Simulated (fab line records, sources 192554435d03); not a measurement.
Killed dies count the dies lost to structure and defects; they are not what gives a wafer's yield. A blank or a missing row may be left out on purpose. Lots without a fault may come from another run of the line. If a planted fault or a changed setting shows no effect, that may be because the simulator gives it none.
A single fault, viewed from 3 desks	flow n5_finfet	what lay behind the numbers comes last; until then each desk has only its own

== FROM THE METROLOGY DESK ==
Means of the sampled wafers that have a number, per lot and without regard to the tool the lot ran on: this is what the gauges read. A lot is out of limits, marked OUT, if its mean lies more than 4 standard deviations from the usual mean; the brackets give that distance. Readings shown: 7 of its 10, picked as those furthest out on some lot.
Columns: A = DIBL_N at N5_BEOL_M4_RC_MEAS_101, usual 36.0 mV/V; B = IOFF_N at N5_BEOL_M4_RC_MEAS_101, usual 0.153 nA/um; C = IOFF_P at N5_BEOL_M4_RC_MEAS_101, usual 0.211 nA/um; D = ION_N at N5_BEOL_M4_RC_MEAS_101, usual 673 uA/um; E = ION_P at N5_BEOL_M4_RC_MEAS_101, usual 463 uA/um; F = SS_N at N5_BEOL_M4_RC_MEAS_101, usual 71.5 mV/dec; G = VT_N at N5_BEOL_M4_RC_MEAS_101, usual 250.1 mV
lot	first seen here	A	B	C	D	E	F	G
L324	day 8 20:49	37.6	0.144	0.181	669	453	71.5	250.7
L323	day 9 12:45	35.1	0.145	0.214	671	464	71.3	251.3
L328	day 10 14:56	34.8	0.145	0.204	670	461	71.6	251.2
L330	day 11 06:45	34.8	0.139	0.205	674	466	71.3	250.8
L332	day 11 22:42	34.8	0.147	0.211	674	463	71.6	252.4
L335	day 12 07:57	36.6	0.176	0.244	684	469	72.0	247.3
L341	day 13 11:46	36.3	0.150	0.207	673	465	71.9	250.3
L344	day 14 15:33	34.3	0.141	0.197	669	463	71.5	251.1
L342	day 15 11:11	34.2	0.138	0.186	663	454	70.5	249.0
Result from this desk: across the 9 lots, nothing is out of limits.

== THE DEFECT DESK ==
Per lot, the means of the sampled wafers with a number show what the inspections along the route counted. A lot is out of limits, marked OUT, if its mean lies more than 4 standard deviations from the usual mean; the brackets give that distance.
Columns: A = raw_defect_count at N5_SPACER0_INSPECT_04, usual 129
lot	first seen here	A
L323	day 3 12:53	121
L324	day 3 18:43	152
L328	day 4 18:05	125
L330	day 5 06:11	123
L332	day 5 19:16	94
L335	day 6 14:27	112
L341	day 8 01:14	110
L342	day 8 08:17	141
L344	day 8 19:11	125
Result from this desk: across the 9 lots, nothing is out of limits.

== DESK OF THE TOOL OWNER: litho_track-01 ==
The tool's own readings at N5_SD_EPI_N_COAT_32 (time 60 s, resist thk 350 nm): means of the sampled wafers that have a number, for each lot that ran on this tool. A lot is out of limits, marked OUT, if its mean lies more than 4 standard deviations from the usual mean; the brackets give that distance.
Columns: A = heater_power_total_W at N5_SD_EPI_N_COAT_32, usual 500.5 W; B = plate_temp_C at N5_SD_EPI_N_COAT_32, usual 250.00 C; C = spin_speed_rpm at N5_SD_EPI_N_COAT_32, usual 1499.8 rpm
lot	first seen here	A	B	C
L323	day 3 12:55	500.9	250.06	1499.5
L330	day 5 06:13	500.9	249.91	1500.5
L332	day 5 19:18	497.9	249.87	1499.9
L341	day 8 01:16	477.4 (-13) OUT	240.95 (-53) OUT	1498.7
L344	day 8 19:13	478.2 (-12) OUT	240.97 (-53) OUT	1497.8
Finding of this desk: L341, L344 out of limits; the first was L341 at day 8 01:16, on heater_power_total_W at N5_SD_EPI_N_COAT_32. L323, L330, L332: within limits.

== BROUGHT TOGETHER ==
The tool owner's desk could have raised an alarm at day 8 01:16, on L341, L344.
Nothing out of limits was seen by the metrology desk.
The defect desk saw nothing out of limits.
The metrology desk holds a record of L341, L344, inside its limits.
The defect desk has L341, L344 on record, within its limits.
N5_SD_EPI_N_COAT_32 was run on litho_track-01 by each of the lots named.

== WHAT WAS PUT IN BY THE SIMULATOR ==
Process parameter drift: litho_track-01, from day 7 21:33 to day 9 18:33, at N5_SD_EPI_N_COAT_32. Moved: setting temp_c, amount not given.
Struck lots among those shown: L341, L344.
How many hours passed from the start of the fault until each desk's first out-of-limits reading: the tool owner's desk, 4.
